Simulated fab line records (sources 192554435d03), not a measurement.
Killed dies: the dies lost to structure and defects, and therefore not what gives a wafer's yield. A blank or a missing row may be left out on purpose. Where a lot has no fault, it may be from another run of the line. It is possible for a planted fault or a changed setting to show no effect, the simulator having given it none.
Chamber matching / flow n5-finfet / rie-diel-06 running N5_GATE_CUT_ETCH_28: 4 sister chambers
The step etches underlayer in N2/H2, target depth 13 nm, time 10.4 s. 8 wafers are shown with their chamber, then 12 later ones without.

== WAFERS WITH THEIR CHAMBER ==
wafer=L081.4; chamber=1; showerhead-plenum-p-Torr (Torr)=2.68; throttle-valve-pct (%)=18.41
wafer=L086.3; chamber=1; showerhead-plenum-p-Torr (Torr)=2.67; throttle-valve-pct (%)=18.43
wafer=L086.5; chamber=0; showerhead-plenum-p-Torr (Torr)=2.61; throttle-valve-pct (%)=18.33
wafer=L087.1; chamber=3; showerhead-plenum-p-Torr (Torr)=2.48; throttle-valve-pct (%)=17.88
wafer=L087.5; chamber=3; showerhead-plenum-p-Torr (Torr)=2.48; throttle-valve-pct (%)=17.89
wafer=L088.1; chamber=2; showerhead-plenum-p-Torr (Torr)=2.39; throttle-valve-pct (%)=18.06
wafer=L088.2; chamber=0; showerhead-plenum-p-Torr (Torr)=2.61; throttle-valve-pct (%)=18.33
wafer=L088.5; chamber=2; showerhead-plenum-p-Torr (Torr)=2.39; throttle-valve-pct (%)=18.06

== WAFERS WITH NO CHAMBER GIVEN ==
wafer=L089.1; showerhead-plenum-p-Torr (Torr)=2.39; throttle-valve-pct (%)=18.05
wafer=L089.4; showerhead-plenum-p-Torr (Torr)=2.61; throttle-valve-pct (%)=18.36
wafer=L089.5; showerhead-plenum-p-Torr (Torr)=2.48; throttle-valve-pct (%)=17.87
wafer=L090.2; showerhead-plenum-p-Torr (Torr)=2.67; throttle-valve-pct (%)=18.46
wafer=L090.3; showerhead-plenum-p-Torr (Torr)=2.61; throttle-valve-pct (%)=18.36
wafer=L090.5; showerhead-plenum-p-Torr (Torr)=2.48; throttle-valve-pct (%)=17.93
wafer=L093.3; showerhead-plenum-p-Torr (Torr)=2.67; throttle-valve-pct (%)=18.48
wafer=L093.5; showerhead-plenum-p-Torr (Torr)=2.48; throttle-valve-pct (%)=17.91
wafer=L093.6; showerhead-plenum-p-Torr (Torr)=2.39; throttle-valve-pct (%)=18.07
wafer=L091.3; showerhead-plenum-p-Torr (Torr)=2.60; throttle-valve-pct (%)=17.92
wafer=L091.4; showerhead-plenum-p-Torr (Torr)=2.60; throttle-valve-pct (%)=17.93
wafer=L091.5; showerhead-plenum-p-Torr (Torr)=2.47; throttle-valve-pct (%)=17.91

== WHICH CHAMBER EACH ONE RAN IN ==
wafer=L089.1; from the rows above=2; in truth=2
wafer=L089.4; from the rows above=0; in truth=0
wafer=L089.5; from the rows above=3; in truth=3
wafer=L090.2; from the rows above=1; in truth=1
wafer=L090.3; from the rows above=0; in truth=0
wafer=L090.5; from the rows above=3; in truth=3
wafer=L093.3; from the rows above=1; in truth=1
wafer=L093.5; from the rows above=3; in truth=3
wafer=L093.6; from the rows above=2; in truth=2
wafer=L091.3; from the rows above=3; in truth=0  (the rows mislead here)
wafer=L091.4; from the rows above=3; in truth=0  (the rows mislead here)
wafer=L091.5; from the rows above=3; in truth=3
Placed correctly: 10 of 12. Not placeable from these rows: 0. Wrongly placed: 2.
How it was worked out, from the rows above alone: a wafer's distance from a chamber is the root of the sum, over the readings, of the square of ((its reading less the chamber's mean) divided by the reading's scatter). If the next closest chamber is less than 2 further off than the closest, the wafer can't be placed; otherwise it belongs to the closest. The mean given for a chamber averages the wafers shown for that chamber. The scatter: the root of (the sum of the squares of (reading less its chamber's mean) over the shown wafers, divided by (wafers less chambers)).
